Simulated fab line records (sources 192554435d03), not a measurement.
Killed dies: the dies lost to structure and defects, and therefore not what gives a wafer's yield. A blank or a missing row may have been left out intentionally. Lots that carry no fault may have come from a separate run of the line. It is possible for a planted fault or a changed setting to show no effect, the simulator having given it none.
A struck lot beside a sound one	flow n5_finfet	15 out of 1938 route steps
Sound: wafers L932.1, L932.4, L932.6. Struck: wafer L949.3 (L949.1, L949.4, from the same lot, were not struck and are left out); the cause is given at the end.
Each step with rows lists, per side, the tool, then ch with its chambers, then its first start. Under that, the readings that differ: sound wafers	struck wafers	difference of the means	sigmas: that difference in standard deviations of wafers without a fault.
alike: readings with means less than 2 such deviations apart, plus words and numbers identical on both sides. not compared: withheld readings, readings lacking a value on some wafer, bounds such as >300 that could conceal the same value, and numbers that have no deviation in the record and whose values overlap.
A row with sigmas, a row that says differs or no value, or rows on one side alone: a step with any of these is where the two part. When numbers do not overlap yet have no deviation, they are printed without sigmas and do not part them. A reading missing from all wafers of one side parts the sides only when that side holds two or more wafers.

first, 8 steps without rows for these wafers: N5_BEOL_M11_COAT_63 (time 60 s, resist thk 100 nm); N5_BEOL_M11_COAT_64 (time 60 s, resist thk 30 nm); N5_BEOL_M11_COAT_22 (resist thk 90 nm); N5_BEOL_M11_EBR_24; N5_BEOL_M11_SOFTBAKE_23 (time 60 s); N5_BEOL_M11_EXPOSE_25 (exposes mask V10); N5_BEOL_M11_PEB_26 (peb time 60 s); N5_BEOL_M11_DEVELOP_27 (develop time 30 s).
N5_BEOL_M11_CD_MEAS_28: the cd target is 70 nm.
  sound on cd_sem-01 ch 0, day 11 15:32; struck on cd_sem-03 ch 0, day 16 08:01
  alike: cd_nm
N5_BEOL_M11_OVL_MEAS_29:
  sound on overlay-01 ch 0, day 11 15:34; struck on overlay-02 ch 0, day 16 08:02
  alike: V10_OVL
N5_BEOL_M11_INSPECT_30: inspects for defects (brightfield).
  sound: defect_inspect-02 at day 11 15:35; struck: defect_inspect-01 at day 16 08:04
  alike: raw_defect_count
N5_BEOL_M11_DESCUM_33: chemistry O2, time 7.9 s.
  sound on rie_diel-04 ch 0,2, day 11 15:37; struck on rie_diel-04 ch 1, day 16 08:31
  alike: drypump_motor_current_A, oes_product_au, rf_vpp_V, showerhead_plenum_p_Torr, throttle_valve_pct
  not compared: rf_hours_counter_h
N5_BEOL_M11_ETCH_65: etches SiARC in CF4, target depth 39 nm, time 65 s.
  sound on rie_diel-04 ch 0,2, day 11 15:40; struck on rie_diel-04 ch 1, day 16 08:33
reading	sound	struck	difference	sigmas
etch_rf_on_time_s (s)	65.5 64.7 64.6	74.1	+9.2	+9
oes_product_au (a.u.)	0.64 0.77 0.78	0.57	-0.16	-3
  alike: drypump_motor_current_A, rf_vpp_V, showerhead_plenum_p_Torr, throttle_valve_pct
  not compared: rf_hours_counter_h
N5_BEOL_M11_ETCH_66: etches SOC in N2/H2, target depth 120 nm, overetch 24 nm, time 180 s.
  sound on rie_diel-04 ch 0,2, day 11 15:43; struck on rie_diel-04 ch 1, day 16 08:36
  alike: drypump_motor_current_A, oes_product_au, rf_vpp_V, showerhead_plenum_p_Torr, throttle_valve_pct
  not compared: rf_hours_counter_h
-- record jumps: 2 days separate the struck wafers' starts on either side; left off in module BEOL_M11, taken up again in module PASSIVATION, whose first shown step is the route's number 1936 --
N5_PASSIVATION_PROBE_49:
  sound: prober-01 at day 13 11:02; struck: prober-01 at day 18 09:28
  alike: defect_limited_yield, killed_at_M0_to_M3, killed_at_M4_up, killed_at_contacts, killed_at_front_end, killed_at_other, killed_dies, killed_open, killed_short, sort_bin_5_function, sort_bin_6_memory, sort_n_pass, sort_yield_pct

WHERE THEY PART
Only at N5_BEOL_M11_ETCH_65, as far as this record shows. Later steps at which nothing parts them and some readings are alike: N5_BEOL_M11_ETCH_66, N5_PASSIVATION_PROBE_49.

WHY: the cause the simulator had injected
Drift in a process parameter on rie_diel-04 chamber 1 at N5_BEOL_M11_ETCH_65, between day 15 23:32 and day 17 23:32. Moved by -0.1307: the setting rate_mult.
